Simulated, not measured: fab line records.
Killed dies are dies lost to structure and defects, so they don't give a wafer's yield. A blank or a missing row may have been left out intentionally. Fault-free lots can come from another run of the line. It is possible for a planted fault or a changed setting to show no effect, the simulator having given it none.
Matching of chambers / flow n5_finfet / N5_BEOL_M13_ETCH_68 on rie_diel-01 has 4 sister chambers
The step etches SOC in N2/H2, time 355 s. 18 wafers are shown with their chamber, then 9 later ones without.

## WAFERS, EACH WITH ITS CHAMBER
wafer=L075.2; chamber=1; drypump_motor_current_A (A)=5.5; showerhead_plenum_p_Torr (Torr)=2.51; throttle_valve_pct (%)=17.90
wafer=L075.4; chamber=1; drypump_motor_current_A (A)=5.5; showerhead_plenum_p_Torr (Torr)=2.51; throttle_valve_pct (%)=17.92
wafer=L075.6; chamber=2; drypump_motor_current_A (A)=6.2; showerhead_plenum_p_Torr (Torr)=2.45; throttle_valve_pct (%)=18.01
wafer=L077.1; chamber=0; drypump_motor_current_A (A)=5.6; showerhead_plenum_p_Torr (Torr)=2.50; throttle_valve_pct (%)=17.64
wafer=L077.2; chamber=3; drypump_motor_current_A (A)=5.4; showerhead_plenum_p_Torr (Torr)=2.52; throttle_valve_pct (%)=17.87
wafer=L077.6; chamber=2; drypump_motor_current_A (A)=6.3; showerhead_plenum_p_Torr (Torr)=2.45; throttle_valve_pct (%)=18.03
wafer=L078.1; chamber=0; drypump_motor_current_A (A)=5.6; showerhead_plenum_p_Torr (Torr)=2.50; throttle_valve_pct (%)=17.65
wafer=L078.4; chamber=3; drypump_motor_current_A (A)=5.4; showerhead_plenum_p_Torr (Torr)=2.52; throttle_valve_pct (%)=17.86
wafer=L078.6; chamber=1; drypump_motor_current_A (A)=5.5; showerhead_plenum_p_Torr (Torr)=2.51; throttle_valve_pct (%)=17.93
wafer=L082.1; chamber=2; drypump_motor_current_A (A)=6.2; showerhead_plenum_p_Torr (Torr)=2.44; throttle_valve_pct (%)=18.06
wafer=L082.3; chamber=1; drypump_motor_current_A (A)=5.5; showerhead_plenum_p_Torr (Torr)=2.50; throttle_valve_pct (%)=17.93
wafer=L082.5; chamber=3; drypump_motor_current_A (A)=5.4; showerhead_plenum_p_Torr (Torr)=2.52; throttle_valve_pct (%)=17.88
wafer=L085.1; chamber=2; drypump_motor_current_A (A)=6.3; showerhead_plenum_p_Torr (Torr)=2.44; throttle_valve_pct (%)=18.06
wafer=L085.2; chamber=3; drypump_motor_current_A (A)=5.5; showerhead_plenum_p_Torr (Torr)=2.52; throttle_valve_pct (%)=17.89
wafer=L085.6; chamber=1; drypump_motor_current_A (A)=5.5; showerhead_plenum_p_Torr (Torr)=2.50; throttle_valve_pct (%)=17.95
wafer=L084.1; chamber=2; drypump_motor_current_A (A)=6.2; showerhead_plenum_p_Torr (Torr)=2.44; throttle_valve_pct (%)=18.05
wafer=L084.3; chamber=3; drypump_motor_current_A (A)=5.5; showerhead_plenum_p_Torr (Torr)=2.51; throttle_valve_pct (%)=17.87
wafer=L084.4; chamber=0; drypump_motor_current_A (A)=5.6; showerhead_plenum_p_Torr (Torr)=2.50; throttle_valve_pct (%)=17.13

SIGNATURES, as means of the wafers listed above
reading=drypump_motor_current_A; chamber 0=5.600; chamber 1=5.500; chamber 2=6.240; chamber 3=5.440; scatter within a chamber=0.0414
reading=showerhead_plenum_p_Torr; chamber 0=2.5000; chamber 1=2.5060; chamber 2=2.4440; chamber 3=2.5180; scatter within a chamber=0.00478
reading=throttle_valve_pct; chamber 0=17.4733; chamber 1=17.9260; chamber 2=18.0420; chamber 3=17.8740; scatter within a chamber=0.114
Rule: for a wafer and a chamber, the distance is found by dividing, reading by reading, the gap between the wafer's reading and the chamber's mean by the reading's scatter, squaring, summing and taking the root. If the next closest chamber is less than 2 further off than the closest, the wafer can't be placed; otherwise it belongs to the closest. The scatter: take each reading less its chamber's mean, square it, sum over the shown wafers, divide by the number of wafers less the number of chambers, and take the root.

## WAFERS WITH NO CHAMBER GIVEN
wafer=L087.1; drypump_motor_current_A (A)=6.3; showerhead_plenum_p_Torr (Torr)=2.44; throttle_valve_pct (%)=18.05
wafer=L087.2; drypump_motor_current_A (A)=5.6; showerhead_plenum_p_Torr (Torr)=2.50; throttle_valve_pct (%)=17.14
wafer=L087.3; drypump_motor_current_A (A)=5.4; showerhead_plenum_p_Torr (Torr)=2.51; throttle_valve_pct (%)=17.90
wafer=L094.2; drypump_motor_current_A (A)=6.3; showerhead_plenum_p_Torr (Torr)=2.43; throttle_valve_pct (%)=18.09
wafer=L094.3; drypump_motor_current_A (A)=5.4; showerhead_plenum_p_Torr (Torr)=2.51; throttle_valve_pct (%)=17.93
wafer=L094.5; drypump_motor_current_A (A)=5.7; showerhead_plenum_p_Torr (Torr)=2.49; throttle_valve_pct (%)=17.16
wafer=L093.1; drypump_motor_current_A (A)=5.7; showerhead_plenum_p_Torr (Torr)=2.49; throttle_valve_pct (%)=17.17
wafer=L093.2; drypump_motor_current_A (A)=5.4; showerhead_plenum_p_Torr (Torr)=2.51; throttle_valve_pct (%)=17.91
wafer=L093.3; drypump_motor_current_A (A)=6.3; showerhead_plenum_p_Torr (Torr)=2.43; throttle_valve_pct (%)=18.09

## EACH ONE'S CHAMBER
wafer=L087.1; from the rows above=2; in truth=2
wafer=L087.2; from the rows above=0; in truth=0
wafer=L087.3; from the rows above=can't be placed: 3 or 1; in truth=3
wafer=L094.2; from the rows above=2; in truth=2
wafer=L094.3; from the rows above=can't be placed: 3 or 1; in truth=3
wafer=L094.5; from the rows above=0; in truth=0
wafer=L093.1; from the rows above=0; in truth=0
wafer=L093.2; from the rows above=can't be placed: 3 or 1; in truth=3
wafer=L093.3; from the rows above=2; in truth=2
6 of 9 placed correctly. These rows do not allow placing 3 (true chamber among the candidates in 3). Number placed wrongly: 0.
